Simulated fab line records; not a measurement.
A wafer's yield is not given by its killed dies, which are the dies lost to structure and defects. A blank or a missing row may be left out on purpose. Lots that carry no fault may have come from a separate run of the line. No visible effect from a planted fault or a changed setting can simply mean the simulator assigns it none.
A single fault, viewed from 2 desks | flow n5Finfet | what lay behind the numbers comes last; until then each desk has only its own

DESK OF THE TOOL OWNER: pecvd-01
The tool's own readings at N5_BEOL_M4_ILD_DEP_00 (deposits SiOC from DEMS/O2, target thk 79 nm, time 15.3 s): means of the sampled wafers that have a number, for each lot that ran on this tool. If a lot's mean is further than 4 standard deviations from the usual mean, the lot is out of limits and carries the mark OUT (the distance appears in the brackets).
Columns: A = heaterPowerOuterW at N5_BEOL_M4_ILD_DEP_00, usual 242 W; B = heaterPowerW at N5_BEOL_M4_ILD_DEP_00, usual 450 W; C = showerheadPlenumPTorr at N5_BEOL_M4_ILD_DEP_00, usual 5.699 Torr; D = susceptorTempC at N5_BEOL_M4_ILD_DEP_00, usual 350.03 C; E = throttleValvePct at N5_BEOL_M4_ILD_DEP_00, usual 12.1 %
lot  | first seen here | A   | B   | C     | D                 | E
L360 | day 9 10:19     | 288 | 503 | 5.696 | 349.95            | 11.7
L365 | day 10 17:01    | 254 | 472 | 5.693 | 349.98            | 12.2
L370 | day 11 21:06    | 271 | 485 | 5.703 | 351.05 (+5.1) OUT | 11.7
This desk finds L370 out of limits, L370 being first, at day 11 21:06 (susceptorTempC at N5_BEOL_M4_ILD_DEP_00). L360, L365: within limits.

AT THE METROLOGY DESK
What the gauges read, lot by lot, whatever tool the lot ran on: means of the sampled wafers that have a number. If a lot's mean is further than 4 standard deviations from the usual mean, the lot is out of limits and carries the mark OUT (the distance appears in the brackets). Only the readings that lie furthest out on some lot appear, 7 of the 10 it has.
Columns: A = IOFF_N at N5_BEOL_M4_RC_MEAS_101, usual 0.164 nA/um; B = IOFF_P at N5_BEOL_M4_RC_MEAS_101, usual 0.214 nA/um; C = ION_N at N5_BEOL_M4_RC_MEAS_101, usual 675 uA/um; D = ION_P at N5_BEOL_M4_RC_MEAS_101, usual 463 uA/um; E = SS_P at N5_BEOL_M4_RC_MEAS_101, usual 73.3 mV/dec; F = VT_N at N5_BEOL_M4_RC_MEAS_101, usual 249.2 mV; G = VT_P at N5_BEOL_M4_RC_MEAS_101, usual -250.1 mV
lot  | first seen here | A     | B     | C   | D   | E    | F     | G
L356 | day 8 15:07     | 0.133 | 0.159 | 661 | 447 | 73.2 | 252.5 | -255.2
L357 | day 8 21:29     | 0.151 | 0.198 | 673 | 461 | 73.0 | 251.3 | -251.4
L358 | day 9 03:50     | 0.167 | 0.204 | 680 | 462 | 73.3 | 248.3 | -251.4
L360 | day 9 22:43     | 0.199 | 0.234 | 687 | 464 | 73.7 | 244.6 | -248.9
L364 | day 10 18:33    | 0.168 | 0.241 | 682 | 472 | 73.4 | 247.3 | -246.9
L365 | day 11 01:11    | 0.141 | 0.185 | 666 | 454 | 72.9 | 252.3 | -253.3
L367 | day 11 03:19    | 0.190 | 0.242 | 677 | 463 | 73.4 | 248.8 | -249.6
L368 | day 12 00:56    | 0.148 | 0.183 | 677 | 464 | 72.4 | 252.0 | -253.4
L370 | day 12 08:25    | 0.225 | 0.242 | 699 | 468 | 74.1 | 245.0 | -248.2
L376 | day 13 15:23    | 0.174 | 0.218 | 676 | 460 | 73.9 | 249.2 | -250.6
This desk found nothing out of limits on any of the 10 lots.

PUT TOGETHER
The tool owner's desk had the chance to raise an alarm at day 11 21:06 on L370.
Metrology desk: nothing out of limits seen.
The metrology desk holds a record of L370, inside its limits.
Every lot named ran N5_BEOL_M4_ILD_DEP_00 on pecvd-01.

WHAT WAS PUT IN BY THE SIMULATOR
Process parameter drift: pecvd-01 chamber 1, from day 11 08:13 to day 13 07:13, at N5_BEOL_M4_ILD_DEP_00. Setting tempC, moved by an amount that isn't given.
Shown lots that were struck: L370.
Each desk's first reading out of limits, in hours after the fault started: the tool owner's desk, 13.
